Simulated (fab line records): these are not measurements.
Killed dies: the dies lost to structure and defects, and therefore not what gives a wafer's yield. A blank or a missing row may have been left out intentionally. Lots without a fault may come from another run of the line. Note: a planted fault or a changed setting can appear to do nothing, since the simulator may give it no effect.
Which tool was responsible? | flow nandHarc | 6 lots with 18 wafers sampled at 5 steps, on a route of 1302 steps

== WHAT THE GAUGES SHOWED, per wafer ==
NHARC_P_GATE_CD_MEAS_59 targets a cd of 720 nm.
lot  | measured     | on       | cdNm (nm)
L431 | day 5 23:14  | cdSem-02 | 720.3 720.0 720.0
L434 | day 7 06:01  | cdSem-02 | 721.3 721.0 721.1
L437 | day 8 15:29  | cdSem-03 | 719.8 721.5 719.0
L439 | day 9 14:31  | cdSem-02 | - - -
L449 | day 13 07:39 | cdSem-03 | 718.6 720.0 720.3
L451 | day 14 14:44 | cdSem-01 | 719.6 721.4 720.9

== TOOL THAT RAN EACH LOT (tool first, then ch and the chambers of the sampled wafers, then the start) ==
lot  | NHARC_P_GATE_ETCH_32            | NHARC_P_GATE_STRIP_108            | NHARC_P_GATE_STRIP_101            | NHARC_P_GATE_EXPOSE_56
L431 | rieSi-03 ch 0,1,2, day 5 10:14  | rieDiel-12 ch 1,2,3, day 5 10:23  | rieDiel-02 ch 0,1,3, day 5 20:34  | krfScanner-01 ch 0, day 5 23:05
L434 | rieSi-03 ch 0,1,3, day 6 16:59  | rieDiel-12 ch 0,3, day 6 17:09    | rieDiel-02 ch 0,1,2, day 7 03:29  | krfScanner-02 ch 0, day 7 05:52
L437 | rieSi-02 ch 1,3, day 8 02:22    | rieDiel-10 ch 0,3, day 8 02:34    | rieDiel-10 ch 1,2,3, day 8 12:49  | krfScanner-02 ch 0, day 8 15:20
L439 | rieSi-03 ch 2,3, day 9 01:31    | rieDiel-12 ch 0,3, day 9 01:41    | rieDiel-02 ch 0,1,2, day 9 11:52  | krfScanner-01 ch 0, day 9 14:22
L449 | rieSi-04 ch 0,1,3, day 12 18:46 | rieDiel-12 ch 2,3, day 12 18:54   | rieDiel-10 ch 0,1, day 13 05:05   | krfScanner-01 ch 0, day 13 07:29
L451 | rieSi-02 ch 1,2, day 14 01:46   | rieDiel-12 ch 0,1,2, day 14 01:59 | rieDiel-02 ch 1,2,3, day 14 12:04 | krfScanner-04 ch 0, day 14 14:35
- NHARC_P_GATE_ETCH_32: etches the open film in HBr/Cl2, target depth 150 nm, time 100.1 s.
- NHARC_P_GATE_STRIP_108: strips in O2.
- NHARC_P_GATE_STRIP_101: strips in O2, time 20 s.
- NHARC_P_GATE_EXPOSE_56: exposes mask P PSD, target cd 720 nm.

== THE ANSWER, worked out from the rows above alone ==
Rule: what is usual is taken from the lots themselves. Put in order of their means at a reading, lots are off if they are a third of the lots or fewer, leave a main group of 4 or more, and stand apart from it by a gap of 3 or more times the standard deviation of the main group's means; of several such gaps the widest counts. The tables above print the reading to a certain number of digits; a main group whose means all agree to those digits is not used. A lot without any number at a reading at which 4 lots or more have one is off too. All remaining lots with rows at the step are treated as sound.
Off: L439 (NHARC_P_GATE_CD_MEAS_59, cdNm). Without a number there: L439. The main group: mean 720.3 nm, standard deviation 0.52.
A tool fits if, at a process step before that reading, it ran every lot that is off, and no sound lot after the first of them. Those tools and the gauges at NHARC_P_GATE_CD_MEAS_59 are tried in the same way. 2 tools fit, rieSi-03 at NHARC_P_GATE_ETCH_32 and cdSem-02 at NHARC_P_GATE_CD_MEAS_59, so this cannot tell which one it is.

== WHAT THE SIMULATOR PUT IN ==
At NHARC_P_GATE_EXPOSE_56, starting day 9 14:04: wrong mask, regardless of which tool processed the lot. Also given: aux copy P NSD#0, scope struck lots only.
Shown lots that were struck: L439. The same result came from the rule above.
